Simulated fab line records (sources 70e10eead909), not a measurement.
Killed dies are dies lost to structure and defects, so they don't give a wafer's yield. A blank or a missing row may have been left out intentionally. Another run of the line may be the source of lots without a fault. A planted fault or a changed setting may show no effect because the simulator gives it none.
Which tool did it? -- flow nand-harc -- 72 wafers from 24 lots sampled at 6 of the route's 1302 steps

== WHAT EACH GAUGE READ, for each wafer ==
No reading from a measuring or inspecting step in the record can be judged against a usual standard deviation.

== TOOL THAT RAN EACH LOT (tool first, then ch and the chambers of the sampled wafers, then the start) ==
lot,NHARC_A_STAIRCASE_DEP_301,NHARC_A_STAIRCASE_DESCUM_312,NHARC_A_STAIRCASE_ALD_415,NHARC_A_STAIRCASE_CMP_450,NHARC_A_STAIRCASE_ETCHBACK_422,NHARC_A_SGD_CUT_ETCH_58
L074,"pecvd-03 ch 0,1,2, day 17 02:04","rie-diel-10 ch 1,2,3, day 17 02:55","ald-hk-04 ch 2,3, day 17 04:46","cmp-04 ch 0,1,3, day 19 03:44","rie-diel-07 ch 0,2, day 19 04:18","rie-diel-12 ch 0,1, day 19 06:37"
L075,"pecvd-04 ch 0,1, day 17 03:58","rie-diel-07 ch 0,1,3, day 17 04:49","ald-hk-01 ch 1,3, day 17 06:41","cmp-02 ch 0,3, day 19 03:06","rie-diel-07 ch 0,1,2, day 19 03:38","rie-diel-08 ch 0,2,3, day 19 05:59"
L076,"pecvd-03 ch 1,2, day 17 07:31","rie-diel-07 ch 1,2,3, day 17 08:27","ald-hk-01 ch 0,1,2, day 17 11:25","cmp-03 ch 1,2, day 19 13:09","rie-diel-10 ch 1,2,3, day 19 13:43","rie-diel-03 ch 0,1,3, day 19 16:02"
L077,"pecvd-04 ch 0,1,2, day 18 13:56","rie-diel-10 ch 0,1,2, day 18 14:52","ald-hk-04 ch 0,2, day 18 16:43","cmp-02 ch 0,1,3, day 20 19:47","rie-diel-11 ch 0,2,3, day 20 20:18","rie-diel-03 ch 1,3, day 20 22:39"
L078,"pecvd-04 ch 1,2, day 18 16:26","rie-diel-07 ch 1,2, day 18 17:14","ald-hk-01 ch 2,3, day 18 19:05","cmp-03 ch 0,3, day 20 19:40","rie-diel-11 ch 0,1,3, day 20 20:12","rie-diel-08 ch 2,3, day 20 22:30"
L079,"pecvd-01 ch 1,2, day 18 17:22","rie-diel-11 ch 0,2,3, day 18 18:19","ald-hk-04 ch 1,2, day 18 20:10","cmp-04 ch 0,1, day 20 19:28","rie-diel-11 ch 0,1,2, day 20 20:01","rie-diel-03 ch 2,3, day 20 22:13"
L080,"pecvd-04 ch 1,2, day 19 13:41","rie-diel-11 ch 0,2,3, day 19 14:37","ald-hk-04 ch 0,1,2, day 19 16:57","cmp-04 ch 0,1,3, day 21 18:29","rie-diel-07 ch 0,2,3, day 21 19:02","rie-diel-03 ch 0,1, day 21 21:14"
L082,"pecvd-01 ch 0,1,2, day 20 06:42","rie-diel-07 ch 2,3, day 20 07:31","ald-hk-03 ch 0,3, day 20 09:47","cmp-03 ch 1,3, day 22 15:12","rie-diel-11 ch 0,2, day 22 16:40","rie-diel-12 ch 0,3, day 22 18:58"
L081,"pecvd-01 ch 0,2, day 20 07:12","rie-diel-10 ch 0,2,3, day 20 08:10","ald-hk-04 ch 1,2,3, day 20 10:35","cmp-02 ch 2,3, day 22 15:04","rie-diel-07 ch 1,2, day 22 15:35","rie-diel-12 ch 1,2,3, day 22 17:47"
L084,"pecvd-04 ch 0,1,2, day 20 16:06","rie-diel-11 ch 0,2, day 20 17:26","ald-hk-03 ch 0,1, day 20 19:36","cmp-02 ch 1,2,3, day 22 21:55","rie-diel-07 ch 0,1,3, day 22 22:28","rie-diel-03 ch 0,2,3, day 23 00:46"
L083,"pecvd-04 ch 1,2, day 20 16:20","rie-diel-11 ch 0,2,3, day 20 17:29","ald-hk-04 ch 0,1,2, day 20 20:01","cmp-03 ch 1,2,3, day 22 21:37","rie-diel-10 ch 1,2,3, day 22 22:09","rie-diel-08 ch 0,1,2, day 23 00:20"
L085,"pecvd-03 ch 0,1, day 21 17:56","rie-diel-10 ch 0,1,2, day 21 18:47","ald-hk-03 ch 0,3, day 21 21:15","cmp-04 ch 0,1, day 23 19:22","rie-diel-10 ch 1,2,3, day 23 19:54","rie-diel-12 ch 0,1,2, day 23 22:16"
L086,"pecvd-03 ch 0,1,2, day 21 23:56","rie-diel-11 ch 1,2, day 22 00:50","ald-hk-01 ch 0,1,2, day 22 03:08","cmp-03 ch 1,2,3, day 23 19:16","rie-diel-07 ch 2,3, day 23 19:47","rie-diel-03 ch 1,2,3, day 23 22:08"
L088,"pecvd-01 ch 0,2, day 22 15:15","rie-diel-11 ch 1,2,3, day 22 16:14","ald-hk-04 ch 0,2,3, day 22 21:47","cmp-03 ch 0,1,2, day 24 16:35","rie-diel-10 ch 1,3, day 24 17:10","rie-diel-03 ch 0,2, day 24 19:29"
L087,"pecvd-04 ch 0,1,2, day 22 16:22","rie-diel-07 ch 0,1,3, day 22 17:10","ald-hk-03 ch 1,2, day 22 19:01","cmp-02 ch 2,3, day 24 16:38","rie-diel-11 ch 1,2,3, day 24 17:10","rie-diel-12 ch 2,3, day 24 19:41"
L089,"pecvd-04 ch 1,2, day 22 23:14","rie-diel-10 ch 1,2,3, day 23 00:05","ald-hk-01 ch 0,1,2, day 23 02:22","cmp-04 ch 0,1,3, day 24 21:38","rie-diel-10 ch 0,2,3, day 24 22:10","rie-diel-08 ch 0,1,3, day 25 00:40"
L090,"pecvd-01 ch 0,1,2, day 23 20:13","rie-diel-07 ch 0,1,3, day 23 21:07","ald-hk-04 ch 0,1,2, day 23 23:40","cmp-02 ch 0,3, day 25 23:22","rie-diel-11 ch 0,2,3, day 26 00:05","rie-diel-12 ch 0,1,3, day 26 02:26"
L091,"pecvd-04 ch 0,1, day 24 05:17","rie-diel-07 ch 0,1,2, day 24 06:16","ald-hk-04 ch 0,1, day 24 08:08","cmp-04 ch 0,2, day 25 23:40","rie-diel-10 ch 0,1, day 26 00:12","rie-diel-03 ch 1,2,3, day 26 02:35"
L092,"pecvd-04 ch 1,2, day 24 13:53","rie-diel-07 ch 0,2, day 24 14:46","ald-hk-01 ch 0,2,3, day 24 21:09","cmp-02 ch 1,3, day 26 16:40","rie-diel-10 ch 0,3, day 26 17:13","rie-diel-12 ch 0,1,3, day 26 19:31"
L093,"pecvd-04 ch 1,2, day 24 15:24","rie-diel-11 ch 0,1, day 24 16:19","ald-hk-01 ch 0,1, day 24 18:11","cmp-04 ch 0,1, day 26 16:40","rie-diel-07 ch 0,1, day 26 17:13","rie-diel-08 ch 0,1,2, day 26 19:40"
L094,"pecvd-01 ch 0,1, day 24 22:42","rie-diel-07 ch 2,3, day 24 23:41","ald-hk-04 ch 1,3, day 25 01:32","cmp-02 ch 0,1,2, day 27 02:40","rie-diel-11 ch 1,2, day 27 03:11","rie-diel-08 ch 2,3, day 27 05:29"
L095,"pecvd-01 ch 0,2, day 25 14:35","rie-diel-10 ch 0,2,3, day 25 15:25","ald-hk-04 ch 0,1,2, day 25 17:47","cmp-02 ch 0,3, day 27 18:07","rie-diel-10 ch 1,2,3, day 27 18:41","rie-diel-12 ch 1,2,3, day 27 21:07"
L096,"pecvd-01 ch 0,1, day 25 22:25","rie-diel-10 ch 1,3, day 25 23:16","ald-hk-04 ch 1,2,3, day 26 01:35","cmp-03 ch 1,2,3, day 28 01:29","rie-diel-07 ch 0,2, day 28 02:01","rie-diel-08 ch 0,1, day 28 04:23"
L097,"pecvd-03 ch 0,1, day 26 01:35","rie-diel-11 ch 1,3, day 26 02:27","ald-hk-04 ch 0,3, day 26 04:56","cmp-04 ch 0,1,3, day 28 01:49","rie-diel-10 ch 0,2,3, day 28 03:59","rie-diel-08 ch 0,1,3, day 28 06:10"
- NHARC_A_STAIRCASE_DEP_301: deposits SiON, target thk 30 nm.
- NHARC_A_STAIRCASE_DESCUM_312: chemistry O2, time 3 s.
- NHARC_A_STAIRCASE_ALD_415: deposits SiO2, target thk 30 nm, pulse time 6 s, ald cycles 300.
- NHARC_A_STAIRCASE_CMP_450: polishes SiO2, target thk 200 nm.
- NHARC_A_STAIRCASE_ETCHBACK_422: etches the open film in CH3F/O2, target depth 40 nm, time 74.286 s.
- NHARC_A_SGD_CUT_ETCH_58: etches the open film in CF4, target depth 39 nm, time 65 s.

== WHAT THE TOOLS THEMSELVES READ (means of the sampled wafers that have a number; where no wafer has one, the mark that the record gives instead) ==
NHARC_A_STAIRCASE_DEP_301.
lot,tool,heater-power-w (W)
L074,pecvd-03,789
L075,pecvd-04,731
L076,pecvd-03,856
L077,pecvd-04,862
L078,pecvd-04,886
L079,pecvd-01,799
L080,pecvd-04,968
L082,pecvd-01,784
L081,pecvd-01,808
L084,pecvd-04,846
L083,pecvd-04,946
L085,pecvd-03,786
L086,pecvd-03,757
L088,pecvd-01,719
L087,pecvd-04,809
L089,pecvd-04,951
L090,pecvd-01,747
L091,pecvd-04,759
L092,pecvd-04,899
L093,pecvd-04,916
L094,pecvd-01,782
L095,pecvd-01,757
L096,pecvd-01,806
L097,pecvd-03,836

NHARC_A_STAIRCASE_DESCUM_312.
lot,tool,drypump-motor-current-A (A),oes-product-au (a.u.),rf-vpp-V (V),showerhead-plenum-p-Torr (Torr),throttle-valve-pct (%)
L074,rie-diel-10,5.9,0.999,58.1,1.86,11.308
L075,rie-diel-07,5.8,1.002,57.6,1.89,11.309
L076,rie-diel-07,6.0,0.996,57.5,1.86,11.318
L077,rie-diel-10,6.0,1.007,58.2,1.84,11.309
L078,rie-diel-07,6.1,1.003,57.4,1.88,11.304
L079,rie-diel-11,5.7,0.994,58.3,1.95,11.308
L080,rie-diel-11,5.7,0.999,57.5,1.94,11.307
L082,rie-diel-07,5.8,0.993,57.1,1.81,11.307
L081,rie-diel-10,6.0,1.011,58.5,1.96,11.303
L084,rie-diel-11,5.4,1.002,57.8,1.96,11.303
L083,rie-diel-11,5.7,1.001,58.6,1.94,11.304
L085,rie-diel-10,6.0,1.009,58.0,1.93,11.313
L086,rie-diel-11,5.8,1.010,57.5,1.86,11.315
L088,rie-diel-11,6.1,1.009,58.3,1.91,11.307
L087,rie-diel-07,5.8,1.000,57.9,1.88,11.310
L089,rie-diel-10,5.9,1.017,58.1,1.95,11.318
L090,rie-diel-07,5.8,1.000,57.4,1.88,11.309
L091,rie-diel-07,5.7,0.997,57.2,1.85,11.322
L092,rie-diel-07,5.5,0.996,57.7,1.80,11.311
L093,rie-diel-11,6.0,1.008,58.4,1.97,11.304
L094,rie-diel-07,5.9,0.979,56.7,1.83,11.316
L095,rie-diel-10,6.0,1.011,58.5,1.95,11.310
L096,rie-diel-10,6.1,0.998,57.6,1.89,11.316
L097,rie-diel-11,6.3,1.003,58.5,1.94,11.309

NHARC_A_STAIRCASE_ALD_415.
lot,tool,heater-power-w (W),precursor-pulse-height-rel
L074,ald-hk-04,470,1.020
L075,ald-hk-01,436,1.002
L076,ald-hk-01,502,0.985
L077,ald-hk-04,478,1.013
L078,ald-hk-01,490,0.995
L079,ald-hk-04,457,1.004
L080,ald-hk-04,468,0.989
L082,ald-hk-03,539,1.005
L081,ald-hk-04,459,1.004
L084,ald-hk-03,455,0.999
L083,ald-hk-04,467,1.007
L085,ald-hk-03,544,0.978
L086,ald-hk-01,508,1.011
L088,ald-hk-04,476,0.988
L087,ald-hk-03,492,0.979
L089,ald-hk-01,505,0.991
L090,ald-hk-04,471,1.015
L091,ald-hk-04,466,0.999
L092,ald-hk-01,503,1.011
L093,ald-hk-01,495,0.976
L094,ald-hk-04,467,1.008
L095,ald-hk-04,468,1.004
L096,ald-hk-04,464,0.996
L097,ald-hk-04,489,1.007

NHARC_A_STAIRCASE_CMP_450.
lot,tool,motor-current-A (A)
L074,cmp-04,12.4
L075,cmp-02,13.0
L076,cmp-03,11.2
L077,cmp-02,13.0
L078,cmp-03,11.6
L079,cmp-04,11.4
L080,cmp-04,12.2
L082,cmp-03,11.6
L081,cmp-02,11.5
L084,cmp-02,12.0
L083,cmp-03,11.5
L085,cmp-04,11.5
L086,cmp-03,11.2
L088,cmp-03,11.7
L087,cmp-02,11.4
L089,cmp-04,12.3
L090,cmp-02,12.0
L091,cmp-04,10.8
L092,cmp-02,11.8
L093,cmp-04,12.0
L094,cmp-02,12.3
L095,cmp-02,12.3
L096,cmp-03,11.4
L097,cmp-04,12.9

NHARC_A_STAIRCASE_ETCHBACK_422.
lot,tool,drypump-motor-current-A (A),oes-product-au (a.u.),rf-vpp-V (V),showerhead-plenum-p-Torr (Torr),throttle-valve-pct (%)
L074,rie-diel-07,5.3,1.00,242.3,2.37,20.658
L075,rie-diel-07,5.7,0.92,243.8,2.39,20.671
L076,rie-diel-10,6.0,1.00,244.5,2.51,20.658
L077,rie-diel-11,5.7,1.01,244.9,2.49,20.663
L078,rie-diel-11,6.0,1.01,245.5,2.54,20.671
L079,rie-diel-11,5.8,1.00,244.9,2.48,20.662
L080,rie-diel-07,5.6,0.99,243.0,2.37,20.671
L082,rie-diel-11,5.4,0.92,245.4,2.51,20.660
L081,rie-diel-07,6.0,0.99,242.5,2.34,20.657
L084,rie-diel-07,5.8,1.00,243.2,2.42,20.661
L083,rie-diel-10,5.9,1.02,244.8,2.50,20.665
L085,rie-diel-10,5.9,0.93,244.7,2.50,20.659
L086,rie-diel-07,5.9,0.99,242.7,2.36,20.664
L088,rie-diel-10,6.1,0.92,241.8,2.40,20.659
L087,rie-diel-11,6.1,0.93,243.8,2.45,20.670
L089,rie-diel-10,6.0,0.94,244.6,2.51,20.654
L090,rie-diel-11,5.7,0.93,244.7,2.48,20.658
L091,rie-diel-10,6.2,0.93,243.0,2.40,20.660
L092,rie-diel-10,6.2,1.01,243.6,2.45,20.664
L093,rie-diel-07,5.5,0.96,243.6,2.40,20.666
L094,rie-diel-11,5.9,1.00,242.0,2.38,20.656
L095,rie-diel-10,5.9,1.01,245.3,2.49,20.661
L096,rie-diel-07,5.5,1.00,241.9,2.31,20.660
L097,rie-diel-10,6.0,1.01,245.7,2.50,20.663

NHARC_A_SGD_CUT_ETCH_58.
lot,tool,drypump-motor-current-A (A),oes-product-au (a.u.),rf-vpp-V (V),showerhead-plenum-p-Torr (Torr),throttle-valve-pct (%)
L074,rie-diel-12,6.0,1.000,150.2,1.71,13.277
L075,rie-diel-08,5.9,0.989,152.4,1.82,13.292
L076,rie-diel-03,5.7,0.988,151.3,1.78,13.276
L077,rie-diel-03,6.1,0.994,151.9,1.83,13.285
L078,rie-diel-08,5.5,0.989,152.3,1.82,13.282
L079,rie-diel-03,5.8,0.997,151.2,1.74,13.298
L080,rie-diel-03,5.4,1.004,150.2,1.72,13.284
L082,rie-diel-12,6.0,0.991,150.5,1.74,13.286
L081,rie-diel-12,5.6,0.998,150.8,1.69,13.284
L084,rie-diel-03,5.8,0.993,150.4,1.72,13.281
L083,rie-diel-08,6.2,0.991,152.4,1.83,13.289
L085,rie-diel-12,5.8,0.990,150.4,1.68,13.294
L086,rie-diel-03,5.8,1.000,151.9,1.79,13.285
L088,rie-diel-03,5.5,1.000,150.1,1.69,13.294
L087,rie-diel-12,5.6,0.995,151.0,1.73,13.280
L089,rie-diel-08,6.2,0.995,152.2,1.79,13.281
L090,rie-diel-12,5.8,1.004,151.1,1.71,13.280
L091,rie-diel-03,5.8,1.011,151.5,1.79,13.297
L092,rie-diel-12,5.8,1.001,151.4,1.71,13.283
L093,rie-diel-08,6.2,1.007,151.7,1.83,13.282
L094,rie-diel-08,5.5,0.996,152.0,1.85,13.285
L095,rie-diel-12,5.6,0.996,150.2,1.69,13.283
L096,rie-diel-08,6.7,1.000,151.2,1.80,13.277
L097,rie-diel-08,6.3,1.002,151.4,1.79,13.282

== THE ANSWER, worked out from the rows above alone ==
Rule: the lots themselves supply what counts as usual. The widest of any qualifying gaps counts: lots, ordered by their means at a reading, are off when they make up no more than a third of the lots, leave a main group of 4 or more, and stand apart from it by 3 or more times the standard deviation of that group's means. If all means in a main group match to the digits the tables above print for the reading, that group is not used. A lot without any number at a reading at which 4 lots or more have one is off too. Any other lot the step has rows for is counted as sound. First the gauges in route order, then the tools' own readings, where a lot's mean is used as printed above. The first step at which some lot is off is used, and at that step the reading that is off furthest; a lot without a number counts as furthest.
Nothing can be told from this: no lot is off at any reading shown.

== WHAT THE SIMULATOR HAD INSERTED ==
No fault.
